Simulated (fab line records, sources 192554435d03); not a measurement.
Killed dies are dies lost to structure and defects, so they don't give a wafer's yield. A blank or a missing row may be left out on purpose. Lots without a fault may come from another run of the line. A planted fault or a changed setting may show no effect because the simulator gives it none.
Chamber matching | flow n5_finfet | N5_SD_EPI_P_DESCUM_14 on rie_diel-02: 4 sister chambers
The step chemistry O2, time 7.9 s. 8 wafers are shown with their chamber, then 7 later ones without.

WAFERS WITH THEIR CHAMBER
wafer  | chamber | showerhead_plenum_p_Torr (Torr) | throttle_valve_pct (%)
L079.3 | 3       | 2.25                            | 20.72
L079.6 | 1       | 2.12                            | 20.71
L086.3 | 0       | 2.08                            | 20.80
L086.4 | 1       | 2.11                            | 20.74
L089.3 | 3       | 2.24                            | 20.75
L089.5 | 2       | 2.07                            | 20.14
L093.3 | 0       | 2.08                            | 20.84
L093.4 | 2       | 2.06                            | 20.12

WAFERS WITHOUT THEIR CHAMBER
wafer  | showerhead_plenum_p_Torr (Torr) | throttle_valve_pct (%)
L093.6 | 2.11                            | 20.76
L095.1 | 2.24                            | 20.74
L095.4 | 2.08                            | 20.83
L095.6 | 2.08                            | 20.82
L097.1 | 2.24                            | 20.77
L097.3 | 2.10                            | 20.76
L097.6 | 2.24                            | 20.77

WHICH CHAMBER EACH WENT THROUGH
wafer  | from the rows above     | in truth
L093.6 | 1                       | 1
L095.1 | 3                       | 3
L095.4 | 0                       | 0
L095.6 | 0                       | 0
L097.1 | 3                       | 3
L097.3 | can't be placed: 1 or 0 | 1
L097.6 | 3                       | 3
Placed correctly: 6 of 7. Can't be placed from these rows: 1 (the true chamber is among the candidates in 1). Placed wrongly: 0.
How it was worked out, from the rows above alone: a wafer's distance from a chamber is the root of the sum, over the readings, of the square of ((its reading less the chamber's mean) divided by the reading's scatter). The wafer belongs to the nearest chamber; if the next one is less than 2 further off, it can't be placed. A chamber's mean is the mean of its shown wafers. The scatter: the root of (the sum of the squares of (reading less its chamber's mean) over the shown wafers, divided by (wafers less chambers)).
